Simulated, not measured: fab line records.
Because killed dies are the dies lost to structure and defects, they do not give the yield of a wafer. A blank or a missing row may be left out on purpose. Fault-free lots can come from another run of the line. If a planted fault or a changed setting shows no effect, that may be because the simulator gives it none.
A struck lot beside a sound one :: flow n5_finfet :: 36 steps out of a route of 1938
Sound: the wafers L553.1, L553.5, L553.6. The struck wafers were L555.1, L555.3, L555.6. The cause comes at the end.
Per side, at each step with rows, come the tool, then ch with its chambers, and then its first start. Under that, the readings that differ: sound wafers :: struck wafers :: difference of the means :: sigmas: that difference in standard deviations of wafers without a fault.
alike: same words and numbers on both sides, and readings whose means sit less than 2 such deviations apart. not compared: any withheld reading, any reading some wafer has no value for, any bound like >300 that may hide the same value, and any number with overlapping values for which the record gives no deviation.
The two part at a step that has a row with sigmas, a row that says differs or no value, or rows on one side only. When numbers do not overlap yet have no deviation, they are printed without sigmas and do not part them. A reading missing from all wafers of one side parts the sides only when that side holds two or more wafers.

first, 9 steps without rows for these wafers: N5_BEOL_M4_ANNEAL_95 (time 240 s); N5_BEOL_M4_SPUTTER_96 (material Cu, target thk 4.5 nm, time 8.29 s); N5_BEOL_M4_ECD_50 (material Cu, target thk 300 nm); N5_BEOL_M4_ANNEAL_51 (time 90 s); N5_BEOL_M4_CMP_52 (polishes, stops on SiOC, t overpolish 6.8 s, target thk 40 nm); N5_BEOL_M4_PRE_CLEAN_60 (time 15 s); N5_BEOL_M4_CO_CAP_55 (material Co, precursor CCTBA/H2, target thk 2 nm, time 102.1 s); N5_BEOL_M4_PRE_CLEAN_56 (time 15 s); N5_BEOL_M4_DEP_57 (deposits SiCN from 3MS/NH3, target thk 8 nm, time 14 s).
N5_BEOL_M4_RC_MEAS_101:
  sound on prober-01 ch 0, day 12 18:26; struck on prober-01 ch 0, day 13 03:38
  alike: DIBL_N, DIBL_P, IOFF_N, IOFF_P, ION_N, ION_P, SS_N, SS_P, VT_N, VT_P
then, 24 steps without rows for these wafers: N5_BEOL_M5_ILD_DEP_00 (deposits SiCOH lowk from DEMS/porogen, target thk 140.64 nm, time 25.9 s); N5_BEOL_M5_CURE_79 (cures SiCOH lowk, time 240 s); N5_BEOL_M5_PECVD_70 (deposits SiO2 from TEOS/O2, target thk 16 nm, time 18 s); N5_BEOL_M5_HM_DEP_02 (deposits TiN, target thk 20 nm); N5_BEOL_M5_COAT_59 (time 60 s, resist thk 60 nm); N5_BEOL_M5_COAT_60 (time 60 s, resist thk 12 nm); N5_BEOL_M5_COAT_71 (time 60 s, resist thk 5 nm); N5_BEOL_M5_COAT_05 (resist thk 30 nm); N5_BEOL_M5_EBR_07; N5_BEOL_M5_SOFTBAKE_06 (time 60 s); N5_BEOL_M5_EXPOSE_08 (exposes mask M5, target cd 28 nm); N5_BEOL_M5_PEB_09 (peb time 60 s); N5_BEOL_M5_DEVELOP_10 (develop time 30 s); N5_BEOL_M5_DESCUM_16 (chemistry O2, time 7 s); N5_BEOL_M5_ETCH_72 (etches underlayer in N2/H2, target depth 6.5 nm, time 5.2 s); N5_BEOL_M5_ETCH_61 (etches SiARC in CF4, target depth 15.6 nm, time 26 s); N5_BEOL_M5_ETCH_62 (etches SOC in N2/H2, target depth 75 nm, overetch 15 nm, time 112.5 s); N5_BEOL_M5_STRIP_63 (strips in N2/H2); N5_BEOL_M5_STRIP_73 (strips in N2/H2); N5_BEOL_M5_STRIP_64 (strips in CF4); N5_BEOL_M5_HM_OPEN_17 (chemistry Cl2/BCl3, target TiN, target depth 20 nm, overetch 6 nm); N5_BEOL_M5_STRIP_19 (strips in O2); N5_BEOL_M5_COAT_65 (time 60 s, resist thk 60 nm); N5_BEOL_M5_COAT_66 (time 60 s, resist thk 12 nm).
-- here the record skips 4 days between the struck wafers' starts before and after, leaving off in module BEOL_M5 and picking up in module MIM_BOT_ETCH (first step shown: number 1868 of the route) --
N5_MIM_BOT_ETCH_ETCH_00: etches TiN in Cl2/BCl3, target depth 45.5 nm.
  sound on rie_metal-03 ch 0,1, day 16 21:04; struck on rie_metal-01 ch 0,1, day 16 22:10
  no value came back on the struck wafers for any of 6 readings (bcl3_flow_sccm (sccm), bias_w (W) and others); on the sound wafers bcl3_flow_sccm (sccm) reads 21.89 21.64 21.82
  not compared: rf_hours_counter_h, model.coat_of_MIM_BOT_LITHO_COAT_02.thk_nm
N5_PASSIVATION_PROBE_49:
  struck on prober-01, day 17 10:00; sound on prober-02, day 17 04:50
reading: defect_limited_yield (%)
sound: 93.3 94.2
struck: 0 0 0
difference: -94
sigmas: -67

reading: killed_at_front_end
sound: 19 23
struck: 51 55 55
difference: +33
sigmas: +3

reading: killed_at_other
sound: 4 3
struck: 1059 1068 1076
difference: +1064
sigmas: +99 or more

reading: killed_dies
sound: 79 69
struck: 1180 1180 1180
difference: +1106
sigmas: +65

reading: killed_on_rim
sound: 7 7
struck: 152 152 152
difference: +145
sigmas: +35

reading: killed_open
sound: 52 45
struck: 80 70 74
difference: +26
sigmas: +2

reading: sort_bin_5_function (%)
sound: 4.2 3.3
struck: 95.8 96.4 96.4
difference: +92.5
sigmas: +99 or more

reading: sort_n_pass
sound: 1101 1111
struck: 0 0 0
difference: -1106
sigmas: -65

reading: sort_yield_pct (%)
sound: 93.3 94.2
struck: 0 0 0
difference: -94
sigmas: -67
  alike: killed_at_M0_to_M3, killed_at_M4_up, killed_at_contacts, killed_short, sort_bin_6_memory

## WHERE THEY PART
Earliest at N5_MIM_BOT_ETCH_ETCH_00; latest, in this record, at N5_PASSIVATION_PROBE_49.

WHY: what the simulator had put in
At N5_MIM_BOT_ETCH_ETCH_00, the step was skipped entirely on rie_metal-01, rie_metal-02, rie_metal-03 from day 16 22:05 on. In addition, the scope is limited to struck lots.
